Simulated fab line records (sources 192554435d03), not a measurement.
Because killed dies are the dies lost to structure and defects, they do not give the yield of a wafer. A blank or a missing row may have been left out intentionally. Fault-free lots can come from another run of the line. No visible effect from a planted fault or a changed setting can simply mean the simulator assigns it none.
fab line records	flow n5_finfet	part 1 of 2: steps 1 to 16 of 21
record: lots: 5	wafers: 15	last_day: 18
route steps=1938 shown FIN_SAQP@119
lots untouched by any fault: they come from a run of this same line in which no faults occurred
start_h: start of the lot's first displayed wafer, in hours after the record's first day	wait_h: hours since the lot's step before	" identical to the entry in the row above	L1.1+2: one row covering several wafers at once	- either no value or no given start	* or withheld: withheld	< > ~ a bound
route shown NAME@n: a module of which the file shows steps, and the number in the route of the first	usual: the fault-free wafers' mean and standard deviation	same: alike in all rows	chamber/n: place in a boat	sites: each site's reading	_std_site: their standard deviation	_edge_site: outer sites' mean less inner sites'	radius_mm: for every site, how far away it sits from the centre of the wafer	mask NAME#n: copy n	behind: the last tool/chamber to shape the wafer	hold: why the lot was held/for how many hours/how that ended	device: which transistor (n, p or np) failed to switch	end of line: at the end of the route, the tests of the same wafers	where a step has no rows: the recipe by itself	killed: dies lost to structure and defects at the first sort, not the wafer's yield	map: the dies of a wafer, with x for killed, . for not killed, _ for no die there
set.NAME: the setting as run; set.NAME@STEP: as run at that earlier step	model.NAME: the simulator's own value behind a step, which no gauge read
lots seen at some steps along the route; tables by step, rows by wafer
services: from which hour (start_h, from the record's first day; less than 0 if before it) a tool's chamber was out of use, for how many hours, and why
== steps ==
step: N5_FIN_SAQP_STRIP_74
recipe: chemistry: CHF3/O2	resist: SiARC	rf_frequency_hz: 6e+07
lot.wafer	tool	chamber	start_h	wait_h
L074.2+3+5	rie_diel-02	2,3,0	24.36	0.0
L075.1+2+6	rie_diel-05	1,0,0	27.82	0.0
L081.1+3+5	rie_diel-06	3,1,0	63.89	0.0
L084.1+2+4	rie_diel-05	2,0,1	81.73	0.0
L096.1+3+5	rie_diel-02	3,1,3	157.94	0.0
step: N5_FIN_SAQP_MANDREL_ETCH_22
recipe: target_depth_a: 600	chemistry: HBr/Cl2	target: a-Si	stop_on: SiNx	bt_time_s: 10	over_etch_frac: 0.5	time_s: 30	pressure_mtorr: 10	icp_w: 800	bias_w: 75	HBr_flow_sccm: 150	Cl2_flow_sccm: 80	ends: end_point
usual: bias_w: 74.95/0.25	drypump_motor_current_A: 5.6/0.59	oes_product_au: 0.764/0.015	throttle_valve_pct: 35.5/0.31
lot.wafer	tool	chamber	start_h	wait_h	bias_w	drypump_motor_current_A	oes_product_au	rf_hours_counter_h	throttle_valve_pct
L074.2	rie_si-01	2	24.39	0.0	75.04	5.7	0.785	119	35.6
L074.3	"	0	"	"	74.73	6.1	0.792	131	35.1
L074.5	"	2	"	"	75.07	5.7	0.787	-	35.5
L075.1	rie_si-04	2	27.85	0.0	74.92	6.6	0.752	141	35.6
L075.2	"	3	"	"	74.53	5.5	0.770	127	35.7
L075.6	"	2	"	"	74.51	6.6	0.765	-	35.6
L081.1	rie_si-04	2	63.92	0.0	75.36	6.5	0.755	142	35.6
L081.3	"	3	"	"	74.70	5.5	0.769	127	35.7
L081.5	"	2	"	"	74.86	6.5	0.769	-	35.6
L084.1	rie_si-04	2	81.76	0.0	75.12	6.5	0.745	142	35.6
L084.2	"	1	"	"	74.90	4.9	0.738	131	35.1
L084.4	"	2	"	"	75.11	6.5	0.752	-	35.6
L096.1	rie_si-04	3	157.97	0.0	75.03	5.5	0.766	129	35.7
L096.3	"	2	"	"	74.93	6.5	0.752	144	35.7
L096.5	"	2	"	"	74.93	6.6	0.768	-	35.6
step: N5_FIN_SAQP_STRIP_55
recipe: chemistry: N2/H2	power_w: 500	temp_c: 40	pressure_mtorr: 50	rf_frequency_hz: 6e+07	overash_fraction: 0.3	bias_power_w: 28	h2_frac: 0.5	n2_flow_sccm: 300	h2_flow_sccm: 300
usual: drypump_motor_current_A: 5.9/0.51	oes_product_au: 0.80/0.067	rf_vpp_V: 121.9/1.4	showerhead_plenum_p_Torr: 3.36/0.094	throttle_valve_pct: 18.8/0.43
same: overash_fraction: 0.3
lot.wafer	tool	chamber	start_h	wait_h	drypump_motor_current_A	oes_product_au	rf_hours_counter_h	rf_vpp_V	showerhead_plenum_p_Torr	throttle_valve_pct
L074.2	rie_diel-02	1	24.50	0.1	6.7	0.92	21	122.8	3.55	18.0
L074.3	"	2	"	"	6.1	0.85	52	120.1	3.42	18.8
L074.5	"	1	"	"	6.7	0.92	-	124.4	3.55	18.0
L075.1	rie_diel-02	1	27.95	0.1	6.7	0.90	23	124.3	3.55	18.0
L075.2	"	2	"	"	6.1	0.85	54	123.2	3.42	18.8
L075.6	"	1	"	"	6.7	0.91	-	122.2	3.55	18.0
L081.1	rie_diel-02	1	64.05	0.1	6.7	0.89	36	122.1	3.54	18.0
L081.3	"	2	"	"	6.1	0.84	66	122.4	3.41	18.9
L081.5	"	3	"	"	5.7	0.75	-	122.1	3.33	18.8
L084.1	rie_diel-05	1	81.92	0.1	6.7	0.81	81	122.1	3.39	18.6
L084.2	"	0	"	"	6.5	0.85	71	123.6	3.40	18.6
L084.4	"	2	"	"	6.2	0.73	167	119.9	3.36	19.7
L096.1	rie_diel-06	2	158.19	0.2	4.9	0.68	204	122.7	3.46	19.2
L096.3	"	0	"	"	5.8	0.70	208	123.7	3.19	19.3
L096.5	"	3	"	"	5.0	0.73	-	118.6	3.23	18.6
step: N5_FIN_SAQP_STRIP_23
recipe: chemistry: SPM	time_s: 750	temp_c: 130	h2so4_h2o2_vol_ratio: 4
lot.wafer	tool	chamber	start_h	wait_h
L074.2+3+5	wet_bench-03	6,2,1	24.57	-
L075.1+2+6	wet_bench-04	1,6,5	28.01	-
L081.1+3+5	wet_bench-03	5,6,2	64.12	-
L084.1+2+4	wet_bench-01	5,6,2	81.99	-
L096.1+3+5	wet_bench-01	6,7,2	158.25	-
step: N5_FIN_SAQP_SRD_66
recipe: dry: ipa_marangoni	time_s: 30	temp_c: 23	rinse_liquid: diw
lot.wafer	tool	chamber	start_h	wait_h
L074.2+3+5	wet_bench-03	6,2,1	24.80	0.0
L075.1+2+6	wet_bench-04	1,6,5	28.22	0.0
L081.1+3+5	wet_bench-03	5,6,2	64.32	0.0
L084.1+2+4	wet_bench-01	5,6,2	82.40	0.0
L096.1+3+5	wet_bench-01	6,7,2	158.46	0.0
step: N5_FIN_SAQP_RECESS_75
recipe: chemistry: HF/NH3	target: SiO2	target_depth_a: 144	afs_cycles: 3	temp_c: 30	sublimation_temp_c: 180	sublimation_time_s: 60
usual: drypump_motor_current_A: 5.9/0.39
lot.wafer	tool	chamber	start_h	wait_h	drypump_motor_current_A
L074.2	vapor_etch-02	1	24.85	0.0	6.4
L074.3	"	0	"	"	5.6
L074.5	"	1	"	"	6.3
L075.1	vapor_etch-02	0	28.27	0.0	5.6
L075.2	"	1	"	"	6.3
L075.6	"	0	"	"	5.7
L081.1	vapor_etch-01	0	64.58	0.2	6.0
L081.3	"	0	"	"	6.0
L081.5	"	0	"	"	6.0
L084.1	vapor_etch-02	1	82.47	0.0	6.4
L084.2	"	0	"	"	5.6
L084.4	"	0	"	"	5.6
L096.1	vapor_etch-01	1	158.51	0.0	5.3
L096.3	"	0	"	"	6.0
L096.5	"	1	"	"	5.3
step: N5_FIN_SAQP_SPACER1_ALD_24
recipe: material: SiO2	target_thk_a: 203	temp_c: 300	ald_precursor_family: BDEAS	ald_co_reactant: O2-plasma	pulse_time_s: 1	purge_time_s: 2	co_reactant_purge_time_s: 2	ald_cycles: 218	pressure_torr: 2
usual: chamber_pressure_Torr: 2.000/0.0042	heater_power_w: 459/50	precursor_pulse_height_rel: 1.002/0.02
same: purge_time_s: 2
lot.wafer	tool	chamber	start_h	wait_h	chamber_pressure_Torr	heater_power_w	precursor_pulse_height_rel
L074.2	ald_sin-03	1	25.23	0.3	2.008	384	0.990
L074.3	"	3	"	"	2.005	428	0.993
L074.5	"	3	"	"	2.005	418	1.002
L075.1	ald_sin-03	3	29.13	0.7	1.995	425	1.007
L075.2	"	2	"	"	2.007	495	1.012
L075.6	"	3	"	"	1.997	417	1.010
L081.1	ald_sin-01	1	64.96	0.3	2.006	406	0.983
L081.3	"	2	"	"	1.998	515	1.013
L081.5	"	1	"	"	2.005	411	1.016
L084.1	ald_sin-02	0	82.85	0.3	1.993	489	1.021
L084.2	"	1	"	"	2.005	479	0.993
L084.4	"	2	"	"	2.001	436	0.957
L096.1	ald_sin-03	3	158.89	0.3	1.999	426	1.032
L096.3	"	2	"	"	2.001	494	0.970
L096.5	"	2	"	"	2.001	512	0.976
step: N5_FIN_SAQP_SPACER1_ETCHBACK_25
recipe: chemistry: CHF3/O2	mode: anisotropic_etchback	target: SiO2	target_depth_a: 244	time_s: 12.2	pressure_mtorr: 30	source_w: 650	bias_w: 170	Ar_flow_sccm: 200	CHF3_flow_sccm: 50	O2_flow_sccm: 5	ion_energy_ev: 200
usual: O2_flow_sccm: 5.002/0.013	bias_w: 169.9/0.48	drypump_motor_current_A: 5.8/0.6	oes_product_au: 0.78/0.065	rf_vpp_V: 530/10	showerhead_plenum_p_Torr: 2.41/0.082	throttle_valve_pct: 18.93/0.29
lot.wafer	tool	chamber	start_h	wait_h	O2_flow_sccm	bias_w	drypump_motor_current_A	oes_product_au	rf_hours_counter_h	rf_vpp_V	showerhead_plenum_p_Torr	throttle_valve_pct
L074.2	rie_diel-06	3	26.12	0.5	4.978	171.1	5.0	0.76	128	526	2.33	18.44
L074.3	"	0	"	"	5.013	169.7	5.8	0.72	169	510	2.29	19.05
L074.5	"	0	"	"	4.997	169.9	5.8	0.73	-	511	2.29	19.07
L075.1	rie_diel-06	3	30.15	0.7	4.969	169.7	5.0	0.76	130	528	2.33	18.45
L075.2	"	0	"	"	5.001	169.7	5.8	0.72	171	509	2.29	19.06
L075.6	"	2	"	"	4.987	169.7	4.9	0.72	-	535	2.51	19.33
L081.1	rie_diel-02	0	65.68	0.4	5.012	170.2	5.7	0.83	106	543	2.42	18.87
L081.3	"	2	"	"	4.997	170.2	6.1	0.82	67	529	2.44	18.80
L081.5	"	1	"	"	4.976	170.5	6.7	0.88	-	517	2.57	18.59
L084.1	rie_diel-06	3	83.66	0.5	4.984	170.3	5.0	0.75	149	527	2.32	18.50
L084.2	"	1	"	"	4.997	169.3	5.5	0.74	153	542	2.31	19.25
L084.4	"	2	"	"	5.014	169.6	4.9	0.71	177	534	2.51	19.36
L096.1	rie_diel-06	1	159.74	0.5	5.000	170.5	5.5	0.71	183	541	2.30	19.30
L096.3	"	3	"	"	4.999	169.1	5.0	0.73	173	527	2.31	18.54
L096.5	"	1	"	"	4.998	170.3	5.5	0.70	-	543	2.30	19.30
step: N5_FIN_SAQP_MANDREL1_REMOVE_56
recipe: chemistry: HBr/Cl2/O2	bt_time_s: 10	target: a-Si	stop_on: SiNx	endpoint: OES-SiCl	over_etch_frac: 1	icp_w: 600	bias_w: 22	HBr_flow_sccm: 150	Cl2_flow_sccm: 80	O2_flow_sccm: 5	pressure_mtorr: 10
usual: O2_flow_sccm: 4.998/0.016	bias_w: 22.01/0.07	drypump_motor_current_A: 5.6/0.61	oes_product_au: 1.005/0.02	throttle_valve_pct: 36.8/0.3
lot.wafer	tool	chamber	start_h	wait_h	O2_flow_sccm	bias_w	drypump_motor_current_A	oes_product_au	rf_hours_counter_h	throttle_valve_pct
L074.2	rie_si-03	3	26.21	0.1	4.998	22.13	5.2	0.994	42	36.6
L074.3	"	1	"	"	4.986	21.95	5.4	1.026	201	36.1
L074.5	"	2	"	"	5.001	22.01	5.0	1.031	-	37.5
L075.1	rie_si-01	1	30.24	0.1	5.008	21.99	4.7	0.988	185	36.5
L075.2	"	0	"	"	5.025	22.01	6.0	1.041	132	36.4
L075.6	"	2	"	"	5.026	21.97	5.7	1.020	-	36.9
L081.1	rie_si-01	0	65.77	0.1	4.977	22.04	6.1	1.041	132	36.4
L081.3	"	2	"	"	4.981	22.01	5.7	1.021	120	36.9
L081.5	"	2	"	"	4.990	21.90	5.7	1.020	-	36.9
L084.1	rie_si-01	2	83.75	0.1	4.996	22.12	5.7	1.025	120	36.9
L084.2	"	0	"	"	5.020	22.09	6.1	1.035	132	36.4
L084.4	"	1	"	"	4.999	21.97	4.7	0.972	186	36.5
L096.1	rie_si-03	0	159.82	0.1	4.998	22.05	5.6	0.985	109	37.1
L096.3	"	1	"	"	4.980	22.00	5.5	1.016	1	36.5
L096.5	"	2	"	"	4.980	22.01	4.9	1.029	-	37.4
step: N5_FIN_SAQP_CD_MEAS_27
recipe: target_cd_nm: 20	landing_energy_ev: 1000	detector: se_inlens	polarity: line
usual: cd_nm: 20.25/0.25
lot.wafer	tool	chamber	start_h	wait_h	cd_nm
L074.2	cd_sem-02	0	26.34	0.1	20.10
L074.3	"	0	"	"	20.47
L074.5	"	0	"	"	20.02
L075.1	cd_sem-01	0	30.35	0.1	20.19
L075.2	"	0	"	"	20.41
L075.6	"	0	"	"	19.93
L081.1	cd_sem-01	0	65.88	0.1	19.77
L081.3	"	0	"	"	20.01
L081.5	"	0	"	"	20.16
L084.1	cd_sem-01	0	83.86	0.1	20.25
L084.2	"	0	"	"	20.07
L084.4	"	0	"	"	19.93
L096.1	cd_sem-02	0	159.93	0.1	19.70
L096.3	"	0	"	"	19.94
L096.5	"	0	"	"	19.82
step: N5_FIN_SAQP_ETCH_57
recipe: chemistry: CH3F/O2	target: SiNx	mask_material: SiO2	target_depth_a: 325	time_s: 46.4	pressure_mtorr: 30	source_w: 395	bias_w: 73	Ar_flow_sccm: 150	CH3F_flow_sccm: 30	O2_flow_sccm: 20	ion_energy_ev: 120	ends: cleared
usual: O2_flow_sccm: 20.00/0.057	bias_w: 73.05/0.23	drypump_motor_current_A: 5.7/0.54	etch_rf_on_time_s: 46.6/0.94	oes_product_au: 0.66/0.05	rf_vpp_V: 300/6.2	showerhead_plenum_p_Torr: 1.99/0.069	throttle_valve_pct: 16.40/0.28
lot.wafer	tool	chamber	start_h	wait_h	O2_flow_sccm	bias_w	drypump_motor_current_A	etch_rf_on_time_s	oes_product_au	rf_hours_counter_h	rf_vpp_V	showerhead_plenum_p_Torr	throttle_valve_pct
L074.2	rie_diel-06	0	26.42	0.1	19.98	73.37	5.8	46.9	0.63	169	290	1.90	16.51
L074.3	"	1	"	"	19.97	73.21	5.5	46.1	0.65	130	307	1.92	16.63
L074.5	"	3	"	"	20.04	73.10	5.1	47.1	0.66	-	298	1.93	15.94
L075.1	rie_diel-06	3	30.40	0.0	19.98	73.05	5.0	45.4	0.66	130	299	1.93	15.94
L075.2	"	1	"	"	19.97	72.95	5.5	44.4	0.65	132	308	1.92	16.64
L075.6	"	1	"	"	20.04	73.05	5.5	46.1	0.65	-	308	1.92	16.64
L081.1	rie_diel-02	3	65.93	0.0	20.02	73.24	5.7	45.4	0.64	162	296	2.01	16.52
L081.3	"	0	"	"	19.94	73.27	5.7	44.8	0.71	106	308	2.02	16.35
L081.5	"	0	"	"	19.96	73.26	5.7	45.5	0.70	-	309	2.02	16.35
L084.1	rie_diel-05	1	84.02	0.2	19.90	72.71	6.7	47.7	0.68	82	302	2.04	16.00
L084.2	"	0	"	"	19.96	72.80	6.4	44.8	0.73	72	304	2.04	16.31
L084.4	"	3	"	"	20.03	73.08	5.4	47.1	0.76	20	302	1.97	16.18
L096.1	rie_diel-06	0	160.44	0.5	20.08	73.04	5.8	46.7	0.59	209	287	1.89	16.59
L096.3	"	2	"	"	20.00	73.09	4.9	48.0	0.58	206	301	2.07	16.83
L096.5	"	3	"	"	20.01	73.34	5.0	46.7	0.62	-	297	1.92	16.01
step: N5_FIN_SAQP_ETCH_65
recipe: chemistry: CF4	target: SiO2	target_depth_a: 40	ion_energy_ev: 350	time_s: 4.4	pressure_mtorr: 10	icp_w: 800	bias_w: 400	cf4_flow_sccm: 80
usual: bias_w: 400.0/1	drypump_motor_current_A: 5.6/0.58	oes_product_au: 0.995/0.019	throttle_valve_pct: 21.90/0.22
lot.wafer	tool	chamber	start_h	wait_h	bias_w	drypump_motor_current_A	oes_product_au	rf_hours_counter_h	throttle_valve_pct
L074.2	rie_si-01	0	26.53	0.1	398.8	6.1	1.029	131	21.84
L074.3	"	1	"	"	400.9	4.7	0.977	185	21.90
L074.5	"	0	"	"	399.0	6.1	1.029	-	21.83
L075.1	rie_si-03	1	30.50	0.1	398.7	5.4	0.998	202	21.40
L075.2	"	2	"	"	399.1	5.0	1.030	191	22.27
L075.6	"	0	"	"	401.0	5.7	0.997	-	21.94
L081.1	rie_si-04	2	66.04	0.1	398.9	6.5	1.000	142	22.20
L081.3	"	3	"	"	399.6	5.5	0.996	127	21.91
L081.5	"	0	"	"	401.3	6.0	0.962	-	22.05
L084.1	rie_si-03	2	84.13	0.1	399.2	4.9	1.016	192	22.26
L084.2	"	0	"	"	399.0	5.7	1.000	107	21.91
L084.4	"	3	"	"	397.9	5.2	0.998	43	21.66
L096.1	rie_si-01	2	160.55	0.1	399.2	5.7	1.035	122	21.83
L096.3	"	3	"	"	401.3	6.6	1.007	83	21.78
L096.5	"	1	"	"	398.7	4.7	0.981	-	21.88
step: N5_FIN_SAQP_MANDREL_ETCH_58
recipe: chemistry: HBr/Cl2	target: a-Si	target_depth_a: 450	bt_time_s: 10	stop_on: SiNx	mask_material: SiO2	over_etch_frac: 0.8	time_s: 27	pressure_mtorr: 10	icp_w: 800	bias_w: 75	HBr_flow_sccm: 150	Cl2_flow_sccm: 80	ends: end_point
usual: bias_w: 74.99/0.27	drypump_motor_current_A: 5.6/0.58	oes_product_au: 0.695/0.013	throttle_valve_pct: 35.7/0.31
lot.wafer	tool	chamber	start_h	wait_h	bias_w	drypump_motor_current_A	oes_product_au	rf_hours_counter_h	throttle_valve_pct
L074.2	rie_si-01	0	26.57	0.0	74.98	6.1	0.716	131	35.3
L074.3	"	1	"	"	75.03	4.7	0.681	185	35.4
L074.5	"	0	"	"	74.86	6.1	0.713	-	35.3
L075.1	rie_si-03	1	30.54	0.0	74.92	5.4	0.703	202	35.0
L075.2	"	2	"	"	75.49	5.0	0.714	191	36.3
L075.6	"	0	"	"	74.74	5.6	0.698	-	36.0
L081.1	rie_si-04	2	66.07	0.0	75.13	6.5	0.682	142	35.8
L081.3	"	3	"	"	74.93	5.5	0.707	127	35.9
L081.5	"	0	"	"	74.84	6.0	0.691	-	35.8
L084.1	rie_si-03	2	84.16	0.0	75.06	4.9	0.709	192	36.3
L084.2	"	0	"	"	74.92	5.6	0.693	107	36.0
L084.4	"	3	"	"	75.06	5.2	0.700	43	35.5
L096.1	rie_si-01	2	160.58	0.0	75.41	5.7	0.712	122	35.8
L096.3	"	3	"	"	75.02	6.6	0.672	83	35.7
L096.5	"	1	"	"	75.33	4.7	0.692	-	35.4
step: N5_FIN_SAQP_RECESS_63
recipe: chemistry: HF/NH3	target: SiO2	target_depth_a: 180	afs_cycles: 3	temp_c: 30	sublimation_temp_c: 180	sublimation_time_s: 60
usual: drypump_motor_current_A: 5.9/0.4
lot.wafer	tool	chamber	start_h	wait_h	drypump_motor_current_A
L074.2	vapor_etch-02	1	26.65	0.1	6.4
L074.3	"	0	"	"	5.7
L074.5	"	1	"	"	6.4
L075.1	vapor_etch-02	1	30.62	0.1	6.3
L075.2	"	0	"	"	5.6
L075.6	"	1	"	"	6.3
L081.1	vapor_etch-02	1	66.15	0.1	6.4
L081.3	"	0	"	"	5.6
L081.5	"	1	"	"	6.4
L084.1	vapor_etch-02	1	84.24	0.1	6.3
L084.2	"	0	"	"	5.6
L084.4	"	0	"	"	5.6
L096.1	vapor_etch-02	0	160.66	0.1	5.6
L096.3	"	1	"	"	6.4
L096.5	"	1	"	"	6.4
step: N5_FIN_SAQP_COAT_68
recipe: resist: SOC	temp_c: 250	time_s: 60	spin_rpm: 1500	resist_thk_nm: 100
usual: heater_power_total_W: 500.8/1.8
lot.wafer	tool	chamber	start_h	wait_h	heater_power_total_W
L074.2	litho_track-03	0	27.03	0.3	500.5
L074.3	"	0	"	"	501.8
L074.5	"	0	"	"	498.2
L075.1	litho_track-03	0	31.00	0.3	498.8
L075.2	"	0	"	"	499.2
L075.6	"	0	"	"	502.7
L081.1	litho_track-03	0	66.53	0.3	497.9
L081.3	"	0	"	"	503.1
L081.5	"	0	"	"	497.9
L084.1	litho_track-04	0	84.62	0.3	499.4
L084.2	"	0	"	"	500.2
L084.4	"	0	"	"	502.3
L096.1	litho_track-05	0	161.04	0.3	501.5
L096.3	"	0	"	"	499.7
L096.5	"	0	"	"	502.4
step: N5_FIN_SAQP_ETCH_69
recipe: chemistry: N2/H2	target: SOC	target_depth_a: 1500	stop_on: SiNx	ion_energy_ev: 100	bias_w: 61	pressure_mtorr: 30	source_w: 850	n2_flow_sccm: 200	h2_flow_sccm: 200
usual: bias_w: 60.99/0.18	drypump_motor_current_A: 6.1/0.51	oes_product_au: 0.79/0.06	rf_vpp_V: 240.9/1.3	showerhead_plenum_p_Torr: 2.55/0.064	throttle_valve_pct: 17.7/0.31
lot.wafer	tool	chamber	start_h	wait_h	bias_w	drypump_motor_current_A	oes_product_au	rf_hours_counter_h	rf_vpp_V	showerhead_plenum_p_Torr	throttle_valve_pct
L074.2	rie_diel-02	1	27.13	-	60.80	6.7	0.89	23	242.3	2.70	17.2
L074.3	"	2	"	"	60.98	6.1	0.83	54	241.9	2.59	17.8
L074.5	"	1	"	"	61.16	6.7	0.89	-	242.1	2.70	17.2
L075.1	rie_diel-05	1	31.15	-	61.07	6.6	0.81	64	242.0	2.57	17.3
L075.2	"	3	"	"	60.85	5.4	0.94	3	240.0	2.50	17.6
L075.6	"	0	"	"	61.01	6.4	0.86	-	240.9	2.58	17.7
L081.1	rie_diel-02	0	66.61	-	61.00	5.7	0.81	106	241.6	2.55	17.7
L081.3	"	2	"	"	61.04	6.1	0.81	68	242.9	2.59	17.8
L081.5	"	2	"	"	61.01	6.1	0.81	-	242.5	2.59	17.8
L084.1	rie_diel-05	0	84.71	-	60.83	6.4	0.84	72	241.8	2.58	17.7
L084.2	"	2	"	"	61.04	6.3	0.73	168	240.5	2.55	18.3
L084.4	"	1	"	"	61.17	6.7	0.79	82	241.7	2.57	17.4
L096.1	rie_diel-02	3	161.12	-	60.84	5.7	0.72	197	239.5	2.50	17.9
L096.3	"	1	"	"	60.95	6.7	0.81	72	241.5	2.67	17.3
L096.5	"	2	"	"	61.20	6.1	0.77	-	241.7	2.57	17.8
